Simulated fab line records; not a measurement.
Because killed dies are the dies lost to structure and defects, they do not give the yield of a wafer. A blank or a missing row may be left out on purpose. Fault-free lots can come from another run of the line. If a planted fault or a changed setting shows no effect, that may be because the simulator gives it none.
Lot-split experiment || flow n5 finfet || on a route of 1938 steps: 7 lots, 21 wafers read

== THE SPLIT ==
At N5_BEOL_M15_ILD_DEP_00 (deposits SiO2 from TEOS/O2, target thk 1629.3 nm, time 346.1 s), the setting time s was moved away from the recipe's 346.1 s on 6 of the 21 wafers read, by -12.0% to +11.8%. For the rest of the wafers, this setting stayed at what the recipe calls for.

There is no step in the file separating the split from the reading.

== THE READING ==
M15_ILD_THK in nanometres, read at N5_BEOL_M15_THK_MEAS_01. Fault-free wafers of this fab line usually give 1638 nm, standard deviation 22 nm.

{"wafer": "L074.1", "tool, chamber at the split": "pecvd-03, 0", "time s as run, s": 346.1, "against the recipe": "recipe", "M15_ILD_THK, nm": 1595, "against lot-mates on the recipe": "-"}
{"wafer": "L074.2", "tool, chamber at the split": "pecvd-03, 2", "time s as run, s": 379.5, "against the recipe": "+9.7%", "M15_ILD_THK, nm": 1758, "against lot-mates on the recipe": "+163"}
{"wafer": "L074.4", "tool, chamber at the split": "pecvd-03, 1", "time s as run, s": 379.5, "against the recipe": "+9.7%", "M15_ILD_THK, nm": 1807, "against lot-mates on the recipe": "+212"}
{"wafer": "L077.1", "tool, chamber at the split": "pecvd-01, 2", "time s as run, s": 346.1, "against the recipe": "recipe", "M15_ILD_THK, nm": 1623, "against lot-mates on the recipe": "-"}
{"wafer": "L077.5", "tool, chamber at the split": "pecvd-01, 0", "time s as run, s": 331.4, "against the recipe": "-4.2%", "M15_ILD_THK, nm": 1593, "against lot-mates on the recipe": -32}
{"wafer": "L077.6", "tool, chamber at the split": "pecvd-01, 2", "time s as run, s": 346.1, "against the recipe": "recipe", "M15_ILD_THK, nm": 1628, "against lot-mates on the recipe": "-"}
{"wafer": "L079.1", "tool, chamber at the split": "pecvd-03, 1", "time s as run, s": 346.1, "against the recipe": "recipe", "M15_ILD_THK, nm": 1618, "against lot-mates on the recipe": "-"}
{"wafer": "L079.2", "tool, chamber at the split": "pecvd-03, 0", "time s as run, s": 346.1, "against the recipe": "recipe", "M15_ILD_THK, nm": 1608, "against lot-mates on the recipe": "-"}
{"wafer": "L079.3", "tool, chamber at the split": "pecvd-03, 2", "time s as run, s": 346.1, "against the recipe": "recipe", "M15_ILD_THK, nm": 1599, "against lot-mates on the recipe": "-"}
{"wafer": "L080.1", "tool, chamber at the split": "pecvd-02, 2", "time s as run, s": 346.1, "against the recipe": "recipe", "M15_ILD_THK, nm": 1626, "against lot-mates on the recipe": "-"}
{"wafer": "L080.4", "tool, chamber at the split": "pecvd-02, 2", "time s as run, s": 346.1, "against the recipe": "recipe", "M15_ILD_THK, nm": 1622, "against lot-mates on the recipe": "-"}
{"wafer": "L080.6", "tool, chamber at the split": "pecvd-02, 1", "time s as run, s": 346.1, "against the recipe": "recipe", "M15_ILD_THK, nm": 1665, "against lot-mates on the recipe": "-"}
{"wafer": "L084.2", "tool, chamber at the split": "pecvd-01, 0", "time s as run, s": 346.1, "against the recipe": "recipe", "M15_ILD_THK, nm": 1635, "against lot-mates on the recipe": "-"}
{"wafer": "L084.3", "tool, chamber at the split": "pecvd-01, 1", "time s as run, s": 346.1, "against the recipe": "recipe", "M15_ILD_THK, nm": 1647, "against lot-mates on the recipe": "-"}
{"wafer": "L084.6", "tool, chamber at the split": "pecvd-01, 1", "time s as run, s": 304.5, "against the recipe": "-12.0%", "M15_ILD_THK, nm": 1470, "against lot-mates on the recipe": -171}
{"wafer": "L090.2", "tool, chamber at the split": "pecvd-03, 1", "time s as run, s": 366.9, "against the recipe": "+6.0%", "M15_ILD_THK, nm": 1753, "against lot-mates on the recipe": "+79"}
{"wafer": "L090.4", "tool, chamber at the split": "pecvd-03, 1", "time s as run, s": 346.1, "against the recipe": "recipe", "M15_ILD_THK, nm": 1664, "against lot-mates on the recipe": "-"}
{"wafer": "L090.5", "tool, chamber at the split": "pecvd-03, 2", "time s as run, s": 346.1, "against the recipe": "recipe", "M15_ILD_THK, nm": 1684, "against lot-mates on the recipe": "-"}
{"wafer": "L092.1", "tool, chamber at the split": "pecvd-01, 1", "time s as run, s": 346.1, "against the recipe": "recipe", "M15_ILD_THK, nm": 1606, "against lot-mates on the recipe": "-"}
{"wafer": "L092.2", "tool, chamber at the split": "pecvd-01, 0", "time s as run, s": 346.1, "against the recipe": "recipe", "M15_ILD_THK, nm": 1619, "against lot-mates on the recipe": "-"}
{"wafer": "L092.3", "tool, chamber at the split": "pecvd-01, 2", "time s as run, s": 387.1, "against the recipe": "+11.8%", "M15_ILD_THK, nm": 1795, "against lot-mates on the recipe": "+182"}

THE FIT
A straight line over all 21 wafers: M15_ILD_THK changes by +14.5 nm for each +1% of time s; r = +0.95; the points scatter about the line by 26 nm.
The same after taking each lot's own level away (the mean of its wafers on the recipe; 21 wafers): +15.9 nm for each +1%; r = +0.97; scatter 19 nm.
According to that fit, moving time s by its largest amount changes the reading by 1.9e+02 nm.
The span of the lots' own levels, 1595.0 to 1674.0 nm, comes to 3.6 times the standard deviation stated above.
Consequently the slope shifts little with the lot-to-lot level, the two slopes agreeing.
Check: for one of the wafers moved furthest among these (-12.0%), held out of the fit, the line's prediction against its lot-mates is -196 nm. It came out at -171 nm against them.

== ADDITIONAL SPLITS CARRIED BY THESE WAFERS ==
Other splits were also applied to these wafers ahead of the reading. Each is held against what the fit with the lots' levels taken away leaves over:
{"other split on the same wafers": "N5_BEOL_M12_PEB_08 peb time s", "wafers away from the commonest value": 10, "r with M15_ILD_THK (lot level and that fit taken away)": "+0.27"}
{"other split on the same wafers": "N5_BEOL_M14_EXPOSE_07 dose mj", "wafers away from the commonest value": 5, "r with M15_ILD_THK (lot level and that fit taken away)": "+0.05"}

== THE WHOLE CHAIN: every reading that the file lists as answering this split, in the file's order ==
{"step": "N5_BEOL_M15_ILD_DEP_00", "what it does": "deposits SiO2 from TEOS/O2, target thk 1629.3 nm, time 346.1 s", "reading": "SiO2_of_BEOL_M15_ILD_DEP_00.thk nm (the simulator's own value, which no gauge read)", "change (the file's fit)": "+15.3 nm for each +1% of the setting", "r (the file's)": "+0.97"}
{"step": "N5_BEOL_M15_THK_MEAS_01", "what it does": "", "reading": "M15_ILD_THK", "change (the file's fit)": "+15.4 for each +1% of the setting", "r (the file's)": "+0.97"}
{"step": "N5_BEOL_M15_VIA_ETCH_16", "what it does": "etches SiO2 in C4F8/O2/Ar, target depth 1792.2 nm", "reading": "etch.depth nm (the simulator's own value, which no gauge read)", "change (the file's fit)": "+15.3 nm for each +1% of the setting", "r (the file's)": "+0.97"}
{"step": "N5_BEOL_M15_VIA_ETCH_16", "what it does": "etches SiO2 in C4F8/O2/Ar, target depth 1792.2 nm", "reading": "coat_of_BEOL_M15_COAT_04.thk nm (the simulator's own value, which no gauge read)", "change (the file's fit)": "-3.38 nm for each +1% of the setting", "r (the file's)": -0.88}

== THE FILE'S OWN FIT ==
M15_ILD_THK changes by +15.4 nm for each +1% of time s, r = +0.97.
